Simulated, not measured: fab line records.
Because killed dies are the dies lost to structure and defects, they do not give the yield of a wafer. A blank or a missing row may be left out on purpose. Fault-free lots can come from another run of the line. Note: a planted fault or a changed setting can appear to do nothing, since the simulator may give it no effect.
Chamber matching / flow n5Finfet / N5_FIN_CUT_STRIP_24 on rieDiel-05 has 4 sister chambers
The step strips in CF4. 8 wafers are shown with their chamber, then 7 later ones without.

EACH WAFER AND ITS CHAMBER
wafer=L077.2; chamber=1; showerheadPlenumPTorr (Torr)=1.81; drypumpMotorCurrentA (A)=5.74
wafer=L077.5; chamber=0; showerheadPlenumPTorr (Torr)=1.76; drypumpMotorCurrentA (A)=5.84
wafer=L078.4; chamber=1; showerheadPlenumPTorr (Torr)=1.81; drypumpMotorCurrentA (A)=5.74
wafer=L078.6; chamber=2; showerheadPlenumPTorr (Torr)=1.83; drypumpMotorCurrentA (A)=5.56
wafer=L082.2; chamber=0; showerheadPlenumPTorr (Torr)=1.76; drypumpMotorCurrentA (A)=5.81
wafer=L082.6; chamber=3; showerheadPlenumPTorr (Torr)=1.70; drypumpMotorCurrentA (A)=6.11
wafer=L089.2; chamber=2; showerheadPlenumPTorr (Torr)=1.82; drypumpMotorCurrentA (A)=5.57
wafer=L089.3; chamber=3; showerheadPlenumPTorr (Torr)=1.70; drypumpMotorCurrentA (A)=6.11

WAFERS MISSING THEIR CHAMBER
wafer=L089.6; showerheadPlenumPTorr (Torr)=1.70; drypumpMotorCurrentA (A)=6.07
wafer=L095.2; showerheadPlenumPTorr (Torr)=1.75; drypumpMotorCurrentA (A)=5.85
wafer=L095.3; showerheadPlenumPTorr (Torr)=1.80; drypumpMotorCurrentA (A)=5.75
wafer=L095.5; showerheadPlenumPTorr (Torr)=1.75; drypumpMotorCurrentA (A)=5.85
wafer=L096.1; showerheadPlenumPTorr (Torr)=1.82; drypumpMotorCurrentA (A)=5.58
wafer=L096.2; showerheadPlenumPTorr (Torr)=1.80; drypumpMotorCurrentA (A)=5.75
wafer=L096.3; showerheadPlenumPTorr (Torr)=1.75; drypumpMotorCurrentA (A)=5.86

CHAMBER TAKEN BY EACH
wafer=L089.6; from the rows above=3; in truth=3
wafer=L095.2; from the rows above=0; in truth=0
wafer=L095.3; from the rows above=1; in truth=1
wafer=L095.5; from the rows above=0; in truth=0
wafer=L096.1; from the rows above=2; in truth=2
wafer=L096.2; from the rows above=1; in truth=1
wafer=L096.3; from the rows above=0; in truth=0
Correctly placed: 7 of 7. Not placeable from these rows: 0. Wrongly placed: 0.
How it was worked out, from the rows above alone: a wafer's distance from a chamber is the root of the sum, over the readings, of the square of ((its reading less the chamber's mean) divided by the reading's scatter). The wafer belongs to the nearest chamber; if the next one is less than 2 further off, it can't be placed. For every chamber, the mean is computed from those of its wafers that are shown. The scatter is the square root of a quotient: the sum, over the shown wafers, of each reading's squared deviation from its chamber's mean, divided by wafers minus chambers.
